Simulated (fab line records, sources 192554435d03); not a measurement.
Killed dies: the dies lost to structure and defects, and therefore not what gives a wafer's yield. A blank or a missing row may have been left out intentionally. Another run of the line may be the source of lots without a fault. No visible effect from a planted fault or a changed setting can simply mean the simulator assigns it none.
The tool behind it: which one? ; flow n5 finfet ; Sampling: 24 lots, 72 wafers, 4 of 1938 route steps

== WHAT THE GAUGES SHOWED, per wafer ==
N5_BEOL_M3_CD_MEAS_11 targets a cd of 17.05 nm.
lot;measured;on;cd nm (nm)
L074;day 7 12:11;cd sem-02;16.84 17.11 16.72
L075;day 7 17:24;cd sem-02;16.86 17.14 16.74
L077;day 7 18:53;cd sem-03;16.89 17.37 17.11
L076;day 7 20:34;cd sem-01;17.17 16.76 16.52
L079;day 8 10:41;cd sem-01;17.22 16.36 16.76
L078;day 8 16:58;cd sem-03;16.85 16.87 16.80
L081;day 9 10:50;cd sem-02;17.29 16.61 16.78
L080;day 9 12:32;cd sem-01;16.77 16.51 16.54
L083;day 9 17:59;cd sem-02;16.22 16.89 16.28
L082;day 10 08:32;cd sem-01;16.29 17.06 17.52
L084;day 10 12:07;cd sem-02;16.57 17.15 16.28
L085;day 10 19:20;cd sem-01;17.02 16.83 17.21
L086;day 10 20:00;cd sem-01;17.09 16.53 16.45
L087;day 11 04:26;cd sem-02;17.13 16.46 16.84
L088;day 11 14:51;cd sem-03;17.00 16.87 16.74
L090;day 11 22:22;cd sem-02;17.00 17.12 16.95
L089;day 12 02:04;cd sem-01;16.60 16.44 16.72
L091;day 12 02:28;cd sem-02;17.22 17.12 17.36
L092;day 12 11:19;cd sem-01;16.82 16.89 17.17
L093;day 12 15:56;cd sem-01;16.66 16.70 16.93
L094;day 12 20:48;cd sem-03;16.87 17.28 16.71
L095;day 13 07:33;cd sem-02;17.04 17.28 16.90
L096;day 13 14:20;cd sem-02;17.00 17.07 16.68
L097;day 13 14:50;cd sem-01;17.10 16.48 16.43

N5_BEOL_M3_OVL_MEAS_12.
lot;measured;on;M3_OVL (nm)
L074;day 7 12:13;overlay-01;0.0 0.8 0.9
L075;day 7 17:26;overlay-01;-1.6 -1.3 -0.5
L077;day 7 18:55;overlay-02;0.0 -0.1 1.0
L076;day 7 20:36;overlay-02;-0.2 0.0 0.1
L079;day 8 10:43;overlay-01;0.3 -1.1 -0.5
L078;day 8 17:00;overlay-02;0.4 -0.2 -0.7
L081;day 9 10:52;overlay-01;0.0 -0.8 -0.3
L080;day 9 12:34;overlay-01;0.2 0.1 0.3
L083;day 9 18:01;overlay-01;-0.8 0.5 0.6
L082;day 10 08:34;overlay-01;0.0 0.5 -0.2
L084;day 10 12:08;overlay-02;0.1 0.8 -0.1
L085;day 10 19:22;overlay-02;1.4 0.7 0.7
L086;day 10 20:02;overlay-02;-0.4 -0.1 0.6
L087;day 11 04:28;overlay-02;1.2 1.1 1.0
L088;day 11 14:53;overlay-01;-0.5 -0.8 -0.1
L090;day 11 22:23;overlay-02;-0.4 -0.7 -0.7
L089;day 12 02:05;overlay-01;0.7 0.6 0.9
L091;day 12 02:30;overlay-02;-0.5 -0.8 0.3
L092;day 12 11:21;overlay-02;-1.0 -1.4 -0.2
L093;day 12 15:58;overlay-01;0.0 -0.2 -0.6
L094;day 12 20:50;overlay-01;-0.4 -0.1 -0.7
L095;day 13 07:35;overlay-01;-0.8 -0.1 0.0
L096;day 13 14:22;overlay-02;0.5 0.8 1.9
L097;day 13 14:52;overlay-02;0.3 -0.3 0.0

== EACH LOT AND THE TOOL THAT RAN IT (in order: tool; ch and the chambers of the sampled wafers; start) ==
lot;N5_BEOL_M2_SPUTTER_79;N5_BEOL_M2_ANNEAL_89
L074;pvd sputter-01, day 7 07:29;pvd sputter-01, day 7 08:14
L075;pvd sputter-01, day 7 10:31;pvd sputter-01, day 7 11:15
L077;pvd sputter-02, day 7 14:59;pvd sputter-02, day 7 15:43
L076;pvd sputter-03, day 7 15:10;pvd sputter-03, day 7 15:54
L079;pvd sputter-02, day 8 04:55;pvd sputter-02, day 8 05:39
L078;pvd sputter-02, day 8 12:32;pvd sputter-02, day 8 13:17
L081;pvd sputter-02, day 9 05:16;pvd sputter-02, day 9 06:00
L080;pvd sputter-03, day 9 08:32;pvd sputter-03, day 9 09:17
L083;pvd sputter-03, day 9 14:03;pvd sputter-03, day 9 14:47
L082;pvd sputter-03, day 10 04:19;pvd sputter-03, day 10 05:04
L084;pvd sputter-02, day 10 08:55;pvd sputter-02, day 10 09:39
L085;pvd sputter-03, day 10 15:21;pvd sputter-03, day 10 16:05
L086;pvd sputter-02, day 10 15:37;pvd sputter-02, day 10 16:21
L087;pvd sputter-01, day 11 00:43;pvd sputter-01, day 11 01:27
L088;pvd sputter-02, day 11 10:23;pvd sputter-02, day 11 11:08
L090;pvd sputter-03, day 11 16:41;pvd sputter-03, day 11 17:26
L089;pvd sputter-02, day 11 20:18;pvd sputter-02, day 11 21:02
L091;pvd sputter-03, day 11 21:51;pvd sputter-03, day 11 22:35
L092;pvd sputter-02, day 12 05:56;pvd sputter-02, day 12 06:41
L093;pvd sputter-01, day 12 12:28;pvd sputter-01, day 12 13:13
L094;pvd sputter-03, day 12 17:14;pvd sputter-03, day 12 17:58
L095;pvd sputter-03, day 13 02:13;pvd sputter-03, day 13 02:57
L096;pvd sputter-01, day 13 08:29;pvd sputter-01, day 13 09:13
L097;pvd sputter-01, day 13 10:56;pvd sputter-01, day 13 11:41
- N5_BEOL_M2_SPUTTER_79: material Cu, target thk 4.5 nm, time 8.29 s.
- N5_BEOL_M2_ANNEAL_89: time 240 s.

== WHAT THE TOOLS THEMSELVES READ (means of the sampled wafers that have a number; where no wafer has one, the mark that the record gives instead) ==
N5_BEOL_M2_SPUTTER_79.
lot;tool;throttle valve pct (%)
L074;pvd sputter-01;30.2
L075;pvd sputter-01;30.5
L077;pvd sputter-02;29.9
L076;pvd sputter-03;29.5
L079;pvd sputter-02;30.0
L078;pvd sputter-02;30.1
L081;pvd sputter-02;29.9
L080;pvd sputter-03;30.0
L083;pvd sputter-03;29.6
L082;pvd sputter-03;29.3
L084;pvd sputter-02;30.1
L085;pvd sputter-03;30.1
L086;pvd sputter-02;30.0
L087;pvd sputter-01;30.3
L088;pvd sputter-02;29.9
L090;pvd sputter-03;29.2
L089;pvd sputter-02;30.5
L091;pvd sputter-03;29.5
L092;pvd sputter-02;29.5
L093;pvd sputter-01;30.3
L094;pvd sputter-03;29.6
L095;pvd sputter-03;30.1
L096;pvd sputter-01;30.5
L097;pvd sputter-01;30.1

N5_BEOL_M2_ANNEAL_89.
lot;tool;heater power w (W)
L074;pvd sputter-01;843
L075;pvd sputter-01;847
L077;pvd sputter-02;747
L076;pvd sputter-03;809
L079;pvd sputter-02;764
L078;pvd sputter-02;784
L081;pvd sputter-02;789
L080;pvd sputter-03;825
L083;pvd sputter-03;851
L082;pvd sputter-03;844
L084;pvd sputter-02;744
L085;pvd sputter-03;840
L086;pvd sputter-02;800
L087;pvd sputter-01;842
L088;pvd sputter-02;764
L090;pvd sputter-03;841
L089;pvd sputter-02;798
L091;pvd sputter-03;808
L092;pvd sputter-02;774
L093;pvd sputter-01;834
L094;pvd sputter-03;834
L095;pvd sputter-03;827
L096;pvd sputter-01;829
L097;pvd sputter-01;845

== THE ANSWER, worked out from the rows above alone ==
Rule: the usual values come from the lots themselves. The widest of any qualifying gaps counts: lots, ordered by their means at a reading, are off when they make up no more than a third of the lots, leave a main group of 4 or more, and stand apart from it by 3 or more times the standard deviation of that group's means. Not used: any main group whose means are identical at the precision the tables above print for the reading. A lot without any number at a reading at which 4 lots or more have one is off too. Any other lot the step has rows for is counted as sound. After the gauges, taken in route order, come the tools' own readings; for these a lot's mean is taken, as printed above. At the first step where some lot is off, the reading lying furthest off is the one used; lots without a number count as furthest.
Nothing can be told from this: no lot is off at any reading shown.

== WHAT HAD BEEN PUT IN BY THE SIMULATOR ==
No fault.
